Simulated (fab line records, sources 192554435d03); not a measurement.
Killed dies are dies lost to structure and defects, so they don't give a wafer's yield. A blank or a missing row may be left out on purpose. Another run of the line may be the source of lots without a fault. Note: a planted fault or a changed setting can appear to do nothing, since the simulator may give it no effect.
What tool caused it? || flow n5Finfet || Sampling: 10 lots, 29 wafers, 5 of 1938 route steps

## WHAT THE GAUGES SHOWED, per wafer
N5_BEOL_M11_INSPECT_58: inspects for defects (darkfield).
{"lot": "L629", "measured": "day 10 10:37", "on": "defectInspect-02", "rawDefectCount": "45 79 79"}
{"lot": "L631", "measured": "day 10 19:58", "on": "defectInspect-02", "rawDefectCount": "61 60 55"}
{"lot": "L630", "measured": "day 10 22:23", "on": "defectInspect-01", "rawDefectCount": "90 84 79"}
{"lot": "L637", "measured": "day 12 12:41", "on": "defectInspect-01", "rawDefectCount": "90 69"}
{"lot": "L640", "measured": "day 13 03:27", "on": "defectInspect-02", "rawDefectCount": "54 56 60"}
{"lot": "L641", "measured": "day 13 15:27", "on": "defectInspect-02", "rawDefectCount": "72 67 128"}
{"lot": "L642", "measured": "day 14 13:51", "on": "defectInspect-01", "rawDefectCount": "48 45 45"}
{"lot": "L649", "measured": "day 15 16:21", "on": "defectInspect-01", "rawDefectCount": "58 65 62"}
{"lot": "L648", "measured": "day 15 19:14", "on": "defectInspect-02", "rawDefectCount": "90 84 65"}
{"lot": "L652", "measured": "day 16 22:41", "on": "defectInspect-01", "rawDefectCount": "52 80 83"}

N5_BEOL_M12_THK_MEAS_01.
{"lot": "L629", "measured": "day 10 10:47", "on": "filmMetro-01", "M12_ILD_THK (nm)": "665 658 674"}
{"lot": "L631", "measured": "day 10 20:08", "on": "filmMetro-01", "M12_ILD_THK (nm)": "658 656 664"}
{"lot": "L630", "measured": "day 10 22:34", "on": "filmMetro-02", "M12_ILD_THK (nm)": "664 659 663"}
{"lot": "L637", "measured": "day 12 12:52", "on": "filmMetro-02", "M12_ILD_THK (nm)": "657 663"}
{"lot": "L640", "measured": "day 13 03:37", "on": "filmMetro-02", "M12_ILD_THK (nm)": "663 669 666"}
{"lot": "L641", "measured": "day 13 15:37", "on": "filmMetro-01", "M12_ILD_THK (nm)": "644 645 658"}
{"lot": "L642", "measured": "day 14 14:01", "on": "filmMetro-02", "M12_ILD_THK (nm)": "654 648 656"}
{"lot": "L649", "measured": "day 15 16:34", "on": "filmMetro-01", "M12_ILD_THK (nm)": "646 648 657"}
{"lot": "L648", "measured": "day 15 19:28", "on": "filmMetro-02", "M12_ILD_THK (nm)": "678 669 669"}
{"lot": "L652", "measured": "day 16 22:52", "on": "filmMetro-02", "M12_ILD_THK (nm)": "649 661 667"}

N5_BEOL_M12_CD_MEAS_10: the cd target is 140 nm.
{"lot": "L629", "measured": "day 10 11:05", "on": "cdSem-02", "cdNm (nm)": "137.3 138.5 138.9"}
{"lot": "L631", "measured": "day 10 20:26", "on": "cdSem-02", "cdNm (nm)": "139.2 140.8 141.0"}
{"lot": "L630", "measured": "day 10 22:59", "on": "cdSem-02", "cdNm (nm)": "139.9 139.3 140.4"}
{"lot": "L637", "measured": "day 12 13:10", "on": "cdSem-03", "cdNm (nm)": "152.1 150.9"}
{"lot": "L640", "measured": "day 13 04:02", "on": "cdSem-03", "cdNm (nm)": "150.3 150.0 150.9"}
{"lot": "L641", "measured": "day 13 16:03", "on": "cdSem-02", "cdNm (nm)": "139.6 137.8 140.1"}
{"lot": "L642", "measured": "day 14 14:27", "on": "cdSem-02", "cdNm (nm)": "141.5 139.7 140.6"}
{"lot": "L649", "measured": "day 15 16:59", "on": "cdSem-02", "cdNm (nm)": "138.3 139.3 139.2"}
{"lot": "L648", "measured": "day 15 19:46", "on": "cdSem-01", "cdNm (nm)": "138.1 138.0 137.4"}
{"lot": "L652", "measured": "day 16 23:18", "on": "cdSem-02", "cdNm (nm)": "141.2 141.7 140.3"}

## TOOL THAT RAN EACH LOT (tool first, then ch and the chambers of the sampled wafers, then the start)
{"lot": "L629", "N5_BEOL_M11_CURE_72": "uvCure-02 ch 2, day 10 08:28", "N5_BEOL_M12_EXPOSE_07": "krfScanner-02 ch 0, day 10 10:55"}
{"lot": "L631", "N5_BEOL_M11_CURE_72": "uvCure-02 ch 1, day 10 16:34", "N5_BEOL_M12_EXPOSE_07": "krfScanner-02 ch 0, day 10 20:16"}
{"lot": "L630", "N5_BEOL_M11_CURE_72": "uvCure-02 ch 0, day 10 19:48", "N5_BEOL_M12_EXPOSE_07": "krfScanner-01 ch 0, day 10 22:49"}
{"lot": "L637", "N5_BEOL_M11_CURE_72": "uvCure-01 ch 0, day 12 08:41", "N5_BEOL_M12_EXPOSE_07": "krfScanner-01 ch 0, day 12 13:01"}
{"lot": "L640", "N5_BEOL_M11_CURE_72": "uvCure-02 ch 1, day 13 00:11", "N5_BEOL_M12_EXPOSE_07": "krfScanner-01 ch 0, day 13 03:53"}
{"lot": "L641", "N5_BEOL_M11_CURE_72": "uvCure-02 ch 2, day 13 12:13", "N5_BEOL_M12_EXPOSE_07": "krfScanner-02 ch 0, day 13 15:53"}
{"lot": "L642", "N5_BEOL_M11_CURE_72": "uvCure-01 ch 2, day 14 11:13", "N5_BEOL_M12_EXPOSE_07": "krfScanner-02 ch 0, day 14 14:17"}
{"lot": "L649", "N5_BEOL_M11_CURE_72": "uvCure-03 ch 0, day 15 13:48", "N5_BEOL_M12_EXPOSE_07": "krfScanner-02 ch 0, day 15 16:49"}
{"lot": "L648", "N5_BEOL_M11_CURE_72": "uvCure-02 ch 0, day 15 16:52", "N5_BEOL_M12_EXPOSE_07": "krfScanner-02 ch 0, day 15 19:36"}
{"lot": "L652", "N5_BEOL_M11_CURE_72": "uvCure-02 ch 0, day 16 20:14", "N5_BEOL_M12_EXPOSE_07": "krfScanner-02 ch 0, day 16 23:08"}
- N5_BEOL_M11_CURE_72: cures SiCOH lowk, time 120 s.
- N5_BEOL_M12_EXPOSE_07: exposes mask V11.

## WHAT THE TOOLS THEMSELVES READ (means of the sampled wafers that have a number; where no wafer has one, the mark that the record gives instead)
N5_BEOL_M11_CURE_72.
{"lot": "L629", "tool": "uvCure-02", "lampPowerPct (%)": 52.25, "wafer_temp_C_max": 371.3}
{"lot": "L631", "tool": "uvCure-02", "lampPowerPct (%)": 52.31, "wafer_temp_C_max": 372.7}
{"lot": "L630", "tool": "uvCure-02", "lampPowerPct (%)": 52.22, "wafer_temp_C_max": 371.8}
{"lot": "L637", "tool": "uvCure-01", "lampPowerPct (%)": 52.28, "wafer_temp_C_max": 371.4}
{"lot": "L640", "tool": "uvCure-02", "lampPowerPct (%)": 52.34, "wafer_temp_C_max": 372.7}
{"lot": "L641", "tool": "uvCure-02", "lampPowerPct (%)": 52.37, "wafer_temp_C_max": 371.8}
{"lot": "L642", "tool": "uvCure-01", "lampPowerPct (%)": 52.29, "wafer_temp_C_max": 372.9}
{"lot": "L649", "tool": "uvCure-03", "lampPowerPct (%)": 52.30, "wafer_temp_C_max": 371.7}
{"lot": "L648", "tool": "uvCure-02", "lampPowerPct (%)": 52.36, "wafer_temp_C_max": 371.9}
{"lot": "L652", "tool": "uvCure-02", "lampPowerPct (%)": 52.30, "wafer_temp_C_max": 372.0}

N5_BEOL_M12_EXPOSE_07.
{"lot": "L629", "tool": "krfScanner-02", "exposureDoseMJCm2": 32.45, "stageVelMmS (mm/s)": 499.93}
{"lot": "L631", "tool": "krfScanner-02", "exposureDoseMJCm2": 32.52, "stageVelMmS (mm/s)": 500.32}
{"lot": "L630", "tool": "krfScanner-01", "exposureDoseMJCm2": 32.50, "stageVelMmS (mm/s)": 500.23}
{"lot": "L637", "tool": "krfScanner-01", "exposureDoseMJCm2": 36.21, "stageVelMmS (mm/s)": 499.87}
{"lot": "L640", "tool": "krfScanner-01", "exposureDoseMJCm2": 35.50, "stageVelMmS (mm/s)": 500.20}
{"lot": "L641", "tool": "krfScanner-02", "exposureDoseMJCm2": 32.47, "stageVelMmS (mm/s)": 499.79}
{"lot": "L642", "tool": "krfScanner-02", "exposureDoseMJCm2": 32.49, "stageVelMmS (mm/s)": 500.02}
{"lot": "L649", "tool": "krfScanner-02", "exposureDoseMJCm2": 32.50, "stageVelMmS (mm/s)": 499.80}
{"lot": "L648", "tool": "krfScanner-02", "exposureDoseMJCm2": 32.49, "stageVelMmS (mm/s)": 500.20}
{"lot": "L652", "tool": "krfScanner-02", "exposureDoseMJCm2": 32.47, "stageVelMmS (mm/s)": 500.39}

## THE ANSWER, worked out from the rows above alone
Rule: what is usual is taken from the lots themselves. The widest of any qualifying gaps counts: lots, ordered by their means at a reading, are off when they make up no more than a third of the lots, leave a main group of 4 or more, and stand apart from it by 3 or more times the standard deviation of that group's means. The tables above print the reading to a certain number of digits; a main group whose means all agree to those digits is not used. A lot without any number at a reading at which 4 lots or more have one is off too. Where the step has rows for the other lots, those lots are counted as sound. The gauges are gone through in route order, then the tools' own readings, and for those a lot's mean is taken as printed above. At the first step where some lot is off, the reading lying furthest off is the one used; lots without a number count as furthest.
Off at N5_BEOL_M12_CD_MEAS_10 (cdNm): L637, L640. For the main group the mean is 139.5 nm and the standard deviation 1.1.
If a tool, at a process step before that reading, ran all the lots that are off and no sound lot after the first of them, it fits. The gauges at N5_BEOL_M12_CD_MEAS_10 aren't tried: what is off there is off at N5_BEOL_M12_EXPOSE_07 too, on other tools, and a gauge's error can't cause that. One fits: N5_BEOL_M12_EXPOSE_07 on krfScanner-01. Its last sound lot is L630 (day 10 22:49), its first lot that is off L637 (day 12 13:01): a fault that began between those two fits.
The tool's own readings at N5_BEOL_M12_EXPOSE_07 bear it out: on the lots that are off they differ by more than 5 times the standard deviation of the sound lots' means. exposureDoseMJCm2 reads 35.86 there against 32.49 on the sound lots.

## WHAT WAS PUT IN BY THE SIMULATOR
Process parameters drifting: krfScanner-01 at N5_BEOL_M12_EXPOSE_07, beginning at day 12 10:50. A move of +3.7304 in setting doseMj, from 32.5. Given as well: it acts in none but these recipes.
Shown lots that were struck: L637, L640. The same result came from the rule above.
